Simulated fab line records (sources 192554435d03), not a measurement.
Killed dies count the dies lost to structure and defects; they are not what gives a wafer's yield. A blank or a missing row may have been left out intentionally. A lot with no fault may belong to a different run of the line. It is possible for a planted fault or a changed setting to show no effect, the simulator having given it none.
Chamber matching	flow n5Finfet	cmp-04 running N5_BEOL_M8_CMP_52: 4 sister chambers
The step polishes, stops on SiCOH lowk, t overpolish 6.9 s, target thk 80 nm. 4 wafers are shown with their chamber, then 7 later ones without.

EACH WAFER AND ITS CHAMBER
wafer	chamber	motorCurrentA (A)
L929.5	3	6.0
L932.5	0	6.1
L935.1	2	6.0
L935.2	1	5.5

WAFERS MISSING THEIR CHAMBER
wafer	motorCurrentA (A)
L935.4	6.6
L936.3	6.3
L936.4	6.1
L936.6	5.7
L941.1	5.4
L941.3	6.2
L941.4	6.0

CHAMBER TAKEN BY EACH
wafer	from the rows above	in truth
L935.4	can't be placed: 0 or 2 or 3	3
L936.3	can't be placed: 0 or 2 or 3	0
L936.4	can't be placed: 0 or 2 or 3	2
L936.6	can't be placed: 1 or 2 or 3 or 0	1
L941.1	1	1
L941.3	can't be placed: 0 or 2 or 3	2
L941.4	can't be placed: 2 or 3 or 0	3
Correctly placed: 1 of 7. Can't be placed from these rows: 6 (the true chamber is among the candidates in 6). Placed wrongly: 0.
How it was worked out, from the rows above alone: a wafer's distance from a chamber is the root of the sum, over the readings, of the square of ((its reading less the chamber's mean) divided by the reading's scatter). If the next closest chamber is less than 2 further off than the closest, the wafer can't be placed; otherwise it belongs to the closest. Each chamber's mean is taken over the wafers shown for it. The scatter: root of mean squared gap, hidden wafer to nearest shown wafer, with one shown wafer a chamber.
